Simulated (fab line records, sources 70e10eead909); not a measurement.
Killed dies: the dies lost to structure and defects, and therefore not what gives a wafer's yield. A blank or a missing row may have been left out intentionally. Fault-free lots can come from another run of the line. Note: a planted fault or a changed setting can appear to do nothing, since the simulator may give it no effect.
A struck lot beside a sound one    flow nandHarc    14 steps out of a route of 1159
Sound: wafers L261.1, L261.2, L261.4. Wafers L248.2, L248.3, L248.6 were the ones struck. The cause is given at the end.
At each step with rows: each side's tool, then ch and its chambers, then its first start. Under that, the readings that differ: sound wafers    struck wafers    difference of the means    sigmas: that difference in standard deviations of wafers without a fault.
alike: a reading whose means differ by less than 2 such deviations, as well as words and numbers matching on both sides. not compared: withheld readings; readings where some wafer has no value; bounds like >300 that might hide an equal value; numbers whose values overlap and for which the record gives no deviation.
A row with sigmas, a row that says differs or no value, or rows on one side alone: a step with any of these is where the two part. Numbers that don't overlap but have no deviation are shown without sigmas and don't part them. Lack of a reading on every wafer of one side parts them only where that side has two or more wafers.

NHARC_A_STAIRCASE_ALD_415: deposits SiO2, target thk 30 nm, pulse time 6 s, ald cycles 300.
  sound on aldHk-01 ch 0,2,3, day 16 13:38; struck on aldHk-02 ch 1,2, day 12 15:41
  alike: heaterPowerW, precursorPulseHeightRel
NHARC_A_STAIRCASE_ETCHBACK_416: etches the open film in C4F8/O2/Ar, target depth 36 nm, time 7.2 s.
  sound on rieDiel-06 ch 0,1,2; struck on rieDiel-05 ch 0,2
  alike: chamberPressureMTorr, oesProductAu, rfVppV
  not compared: rfHoursCounterH
then, 1 step without rows for these wafers: NHARC_A_STAIRCASE_STRIP_476 (strips in O2, time 20 s).
NHARC_A_STAIRCASE_DEP_417: deposits Si3N4, target thk 60 nm.
  sound on pecvd-04 ch 0,2, day 16 15:56; struck on pecvd-04 ch 0,1,2, day 12 18:01
  alike: heaterPowerOuterW, heaterPowerW
then, 3 steps without rows for these wafers: NHARC_A_STAIRCASE_WET_418 (chemistry H3PO4, target depth 20 nm); NHARC_A_STAIRCASE_PRECLEAN_419 (cleans in SC1); NHARC_A_STAIRCASE_SRD_421.
NHARC_A_STAIRCASE_ALD_420: deposits SiO2, target thk 20 nm, pulse time 6 s, ald cycles 200.
  sound on aldHk-03 ch 0,2,3, day 16 17:28; struck on aldHk-01 ch 0,3, day 12 19:20
  alike: heaterPowerW, precursorPulseHeightRel
then, 1 step without rows for these wafers: NHARC_A_STAIRCASE_CVD_552 (deposits SiNx, target thk 40 nm).
NHARC_A_STAIRCASE_DEP_151: deposits SiO2, target thk 3800 nm.
  sound on pecvd-03 ch 0,1,2, day 17 01:43; struck on pecvd-04 ch 1,2, day 13 03:36
  alike: heaterPowerOuterW, heaterPowerW
then, 1 step without rows for these wafers: NHARC_A_STAIRCASE_ANNEAL_320 (time 1800 s).
NHARC_A_STAIRCASE_DEP_322: deposits SiO2, target thk 3800 nm.
  sound on pecvd-02 ch 0,2, day 17 10:31; struck on pecvd-04 ch 0,1, day 13 13:50
  no value came back on the struck wafers for heaterPowerOuterW (W), heaterPowerW (W); on the sound wafers heaterPowerOuterW (W) reads 560 529 435
then, 1 step without rows for these wafers: NHARC_A_STAIRCASE_ANNEAL_323 (time 1800 s).
-- the record jumps here: 7 days lie between the struck wafers' starts before and after (it left off in module A_STAIRCASE and takes up again in module END, whose first step shown is number 1159 of the route) --
NHARC_END_SORT_01:
  sound on prober-02 ch 0, day 23 19:56; struck on prober-02 ch 0, day 20 03:41
reading        sound     struck       difference  sigmas
killedAtArray  44 45 46  675 670 675  +628        +57
killedDies     47 45 47  677 677 677  +631        +57
killedShort    2 0 1     5 4 4        +3          +2
  alike: killedAtOther, killedAtPeriphery, killedOpen

== WHERE THEY PART ==
At NHARC_A_STAIRCASE_DEP_322 first; at NHARC_END_SORT_01 last (within this record only).

WHY: what had been put in by the simulator
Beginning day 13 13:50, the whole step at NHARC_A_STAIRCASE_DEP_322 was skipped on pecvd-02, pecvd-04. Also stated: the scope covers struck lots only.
